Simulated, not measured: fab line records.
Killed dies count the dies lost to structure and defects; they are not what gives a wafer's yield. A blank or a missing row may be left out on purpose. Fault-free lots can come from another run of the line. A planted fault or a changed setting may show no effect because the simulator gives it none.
A struck lot beside a sound one :: flow n5_finfet :: 24 out of 1938 route steps
Sound: the wafers L710.2, L710.4, L710.6. Wafers L715.1, L715.2, L715.6 were the ones struck. Last of all comes the cause.
At each step with rows: each side's tool, then ch and its chambers, then its first start. Under that, the readings that differ: sound wafers :: struck wafers :: difference of the means :: sigmas: that difference in standard deviations of wafers without a fault.
alike: words and numbers the same on both sides, and readings whose means are apart by under 2 such deviations; not compared: readings that were withheld, readings missing a value for some wafer, numbers with overlapping values and no deviation given by the record, and bounds like >300 which may hide the same value.
A row with sigmas, a row that says differs or no value, or rows on one side alone: a step with any of these is where the two part. When numbers do not overlap yet have no deviation, they are printed without sigmas and do not part them. Lack of a reading on every wafer of one side parts them only where that side has two or more wafers.

first, 10 steps without rows for these wafers: N5_FIN_SAQP_PRECLEAN_44 (cleans in SC2, time 45 s); N5_FIN_SAQP_SRD_01 (time 30 s); N5_FIN_SAQP_ALD_61 (deposits SiO2, target thk 4 nm, pulse time 1 s, purge time 2 s); N5_FIN_SAQP_DENSIFY_62 (time 60 s); N5_FIN_SAQP_HM_DEP_03 (deposits SiNx from SiH4/NH3/N2, target thk 38 nm, time 33.6 s); N5_FIN_SAQP_PECVD_47 (deposits a-Si from SiH4/He, target thk 45 nm, time 36.3 s); N5_FIN_SAQP_PECVD_48 (deposits SiNx from SiH4/NH3/N2, target thk 25 nm, time 22.1 s); N5_FIN_SAQP_PECVD_06 (deposits a-Si from SiH4/He, target thk 60 nm, time 48.1 s); N5_FIN_SAQP_HM_DEP_72 (deposits SiO2 from SiH4/N2O, target thk 12 nm, time 7.2 s); N5_FIN_SAQP_COAT_49 (time 60 s, resist thk 100 nm).
N5_FIN_SAQP_COAT_50: time 60 s, resist thk 35 nm.
  sound on litho_track-05 ch 0, day 2 09:28; struck on litho_track-05 ch 0, day 3 16:08
reading: spin_speed_rpm (rpm)
sound: 1499.7 1499.9 1500.0
struck: 1192.4 1193.1 1192.0
difference: -307.4
sigmas: -99 or more

reading: model.SiARC_of_FIN_SAQP_COAT_50.thk_nm (nm)
sound: 34.98 35.01 35.02
struck: 39.28 39.29 39.44
difference: +4.33
sigmas: 
  alike: exhaust_pa, resist_line_temp_C
then, 7 steps without rows for these wafers: N5_FIN_SAQP_COAT_10 (resist thk 90 nm); N5_FIN_SAQP_EBR_12; N5_FIN_SAQP_SOFTBAKE_11 (time 60 s); N5_FIN_SAQP_EXPOSE_13 (exposes mask FIN CORE, target cd 35.6 nm); N5_FIN_SAQP_PEB_14 (peb time 60 s); N5_FIN_SAQP_DEVELOP_15 (develop time 30 s); N5_FIN_SAQP_DESCUM_21 (chemistry O2, time 7.9 s).
N5_FIN_SAQP_ETCH_51: etches SiARC in CF4, target depth 45.5 nm, time 75.8 s.
  sound on rie_diel-05 ch 2,3, day 2 09:58; struck on rie_diel-06 ch 0,1,2, day 3 16:31
reading: etch_rf_on_time_s (s)
sound: 78.5 77.1 77.6
struck: 84.4 84.1 84.7
difference: +6.7
sigmas: +3

reading: model.etch.depth_nm (nm)
sound: 34.98 35.01 35.02
struck: 39.28 39.29 39.44
difference: +4.33
sigmas: 

reading: model.CAR-ArF_of_FIN_SAQP_COAT_10.thk_nm (nm)
sound: 50.94 51.01 50.77
struck: 46.26 46.89 46.68
difference: -4.30
sigmas: 
  alike: chamber_pressure_mTorr, drypump_motor_current_A, oes_product_au, rf_vpp_V, showerhead_plenum_p_Torr, throttle_valve_pct
  not compared: rf_hours_counter_h
then, 2 steps without rows for these wafers: N5_FIN_SAQP_ETCH_52 (etches SOC in N2/H2, target depth 100 nm, overetch 20 nm, time 150 s); N5_FIN_SAQP_STRIP_53 (strips in N2/H2).
N5_FIN_SAQP_HM_OPEN_73: chemistry CHF3/O2, target SiO2, stops on a-Si, target depth 12 nm, time 16.8 s.
  sound on rie_diel-05 ch 2,3, day 2 10:08; struck on rie_diel-06 ch 0,1,2, day 3 16:41
reading: model.SiARC_of_FIN_SAQP_COAT_50.thk_nm (nm)
sound: 5.709 5.423 5.694
struck: 9.769 8.507 9.873
difference: +3.774
sigmas: 
  alike: chamber_pressure_mTorr, drypump_motor_current_A, oes_product_au, rf_vpp_V, showerhead_plenum_p_Torr, throttle_valve_pct
  not compared: rf_hours_counter_h
then, 1 step without rows for these wafers: N5_FIN_SAQP_STRIP_74 (strips in CHF3/O2).
-- the record jumps here: 6 days lie between the struck wafers' starts before and after (it left off in module FIN_SAQP and takes up again in module BEOL_M4, whose first step shown is number 1111 of the route) --
N5_BEOL_M4_RC_MEAS_101:
  sound on prober-02 ch 0, day 8 10:31; struck on prober-01 ch 0, day 9 18:14
  alike: DIBL_N, DIBL_P, IOFF_N, IOFF_P, ION_N, ION_P, SS_N, SS_P, VT_N, VT_P

== WHERE THEY PART ==
Earliest at N5_FIN_SAQP_COAT_50; latest, in this record, at N5_FIN_SAQP_ETCH_51. Later steps at which nothing parts them and some readings are alike: N5_FIN_SAQP_HM_OPEN_73, N5_BEOL_M4_RC_MEAS_101.

WHY: whatever the simulator had introduced
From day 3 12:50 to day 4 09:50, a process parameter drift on litho_track-05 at N5_FIN_SAQP_COAT_50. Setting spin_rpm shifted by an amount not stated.
